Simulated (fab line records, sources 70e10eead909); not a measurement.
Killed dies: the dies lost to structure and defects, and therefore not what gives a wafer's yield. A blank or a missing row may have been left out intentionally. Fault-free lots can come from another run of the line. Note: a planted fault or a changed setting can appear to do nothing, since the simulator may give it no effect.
The tool behind it: which one? | flow nand_harc | 6 lots with 18 wafers sampled at 4 steps, on a route of 1159 steps

## WHAT THE GAUGES READ, wafer by wafer
NHARC_END_SORT_01.
lot  | measured     | on        | sort_bin_2_pct (%)
L180 | day 19 21:58 | prober-02 | 1.3 1.2 0.7
L184 | day 20 22:55 | prober-01 | 0.7 1.3 2.4
L188 | day 21 11:03 | prober-01 | 1.9 1.9 1.8
L190 | day 22 01:54 | prober-02 | 1.6 1.0 1.0
L192 | day 23 03:17 | prober-01 | 91.1 1.2 91.3
L201 | day 25 00:04 | prober-01 | 1.5 1.3 1.2

## WHICH TOOL RAN EACH LOT (tool, then ch and the chambers of the sampled wafers, then the start)
lot  | NHARC_A_M0_DEP_00               | NHARC_THIN_TSV_STRIP_45              | NHARC_THIN_TSV_STRIP_62
L180 | pecvd-03 ch 0,1,2, day 17 17:29 | plasma_asher-02 ch 0,1, day 19 00:28 | plasma_asher-02 ch 0,1, day 19 02:02
L184 | pecvd-04 ch 0,1,2, day 19 04:13 | plasma_asher-01 ch 0,1, day 20 08:58 | plasma_asher-02 ch 0,1, day 20 10:32
L188 | pecvd-02 ch 1, day 19 17:10     | plasma_asher-01 ch 0,1, day 20 20:27 | plasma_asher-02 ch 1, day 20 22:02
L190 | pecvd-04 ch 0,1,2, day 20 06:26 | plasma_asher-01 ch 0,1, day 21 10:22 | plasma_asher-02 ch 0,1, day 21 11:56
L192 | pecvd-04 ch 0,2, day 21 12:02   | plasma_asher-02 ch 0, day 22 13:37   | plasma_asher-02 ch 1, day 22 15:08
L201 | pecvd-03 ch 0,1, day 23 07:06   | plasma_asher-01 ch 0,1, day 24 08:59 | plasma_asher-01 ch 0,1, day 24 10:30
- NHARC_A_M0_DEP_00: deposits SiOC, target thk 150 nm.
- NHARC_THIN_TSV_STRIP_45: strips in O2.
- NHARC_THIN_TSV_STRIP_62: strips in N2/H2, time 20 s.

## THE ANSWER, worked out from the rows above alone
Rule: the lots themselves supply what counts as usual. The widest of any qualifying gaps counts: lots, ordered by their means at a reading, are off when they make up no more than a third of the lots, leave a main group of 4 or more, and stand apart from it by 3 or more times the standard deviation of that group's means. If all means in a main group match to the digits the tables above print for the reading, that group is not used. Also off: a lot with no number at a reading for which 4 or more lots have one. All remaining lots with rows at the step are treated as sound.
Off at NHARC_END_SORT_01 (sort_bin_2_pct): L192. The main group: mean 1.4 %, standard deviation 0.27.
A tool fits if, at a process step before that reading, it ran every lot that is off, and no sound lot after the first of them. The gauges at NHARC_END_SORT_01 are tried like those tools. Undecided on this evidence; 2 tools fit (pecvd-04 at NHARC_A_M0_DEP_00, plasma_asher-02 at NHARC_THIN_TSV_STRIP_45 and NHARC_THIN_TSV_STRIP_62).

## WHAT WAS PUT IN BY THE SIMULATOR
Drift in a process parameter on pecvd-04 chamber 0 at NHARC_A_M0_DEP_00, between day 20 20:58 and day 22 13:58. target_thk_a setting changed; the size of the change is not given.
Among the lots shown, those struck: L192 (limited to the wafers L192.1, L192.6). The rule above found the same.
